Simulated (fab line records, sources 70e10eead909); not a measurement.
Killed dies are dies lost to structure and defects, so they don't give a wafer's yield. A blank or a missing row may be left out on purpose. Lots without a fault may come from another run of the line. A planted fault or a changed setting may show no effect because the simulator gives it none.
Chamber matching | flow nand_harc | NHARC_A_SLIT_DEP_23 on pecvd-04: 3 sister chambers
The step deposits SiON, target thk 100 nm. 3 wafers are shown with their chamber, then 7 later ones without.

WAFERS WITH THEIR CHAMBER
wafer  | chamber | heater_power_w (W)
L086.5 | 1       | 777
L088.2 | 2       | 707
L088.3 | 0       | 933

WAFERS WITHOUT THEIR CHAMBER
wafer  | heater_power_w (W)
L088.6 | 804
L092.3 | 721
L092.4 | 871
L092.6 | 842
L097.3 | 907
L097.4 | 829
L097.6 | 714

WHICH CHAMBER EACH WENT THROUGH
wafer  | from the rows above          | in truth
L088.6 | can't be placed: 1 or 2      | 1
L092.3 | can't be placed: 2 or 1      | 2
L092.4 | can't be placed: 0 or 1      | 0
L092.6 | can't be placed: 1 or 0 or 2 | 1
L097.3 | 0                            | 0
L097.4 | can't be placed: 1 or 0 or 2 | 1
L097.6 | can't be placed: 2 or 1      | 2
Placed correctly: 1 of 7. Can't be placed from these rows: 6 (the true chamber is among the candidates in 6). Placed wrongly: 0.
How it was worked out, from the rows above alone: a wafer's distance from a chamber is the root of the sum, over the readings, of the square of ((its reading less the chamber's mean) divided by the reading's scatter). The wafer belongs to the nearest chamber; if the next one is less than 2 further off, it can't be placed. A chamber's mean is the mean of its shown wafers. The scatter: with one shown wafer a chamber, the root of the mean of the squares of how far each hidden wafer lies from its nearest shown one.
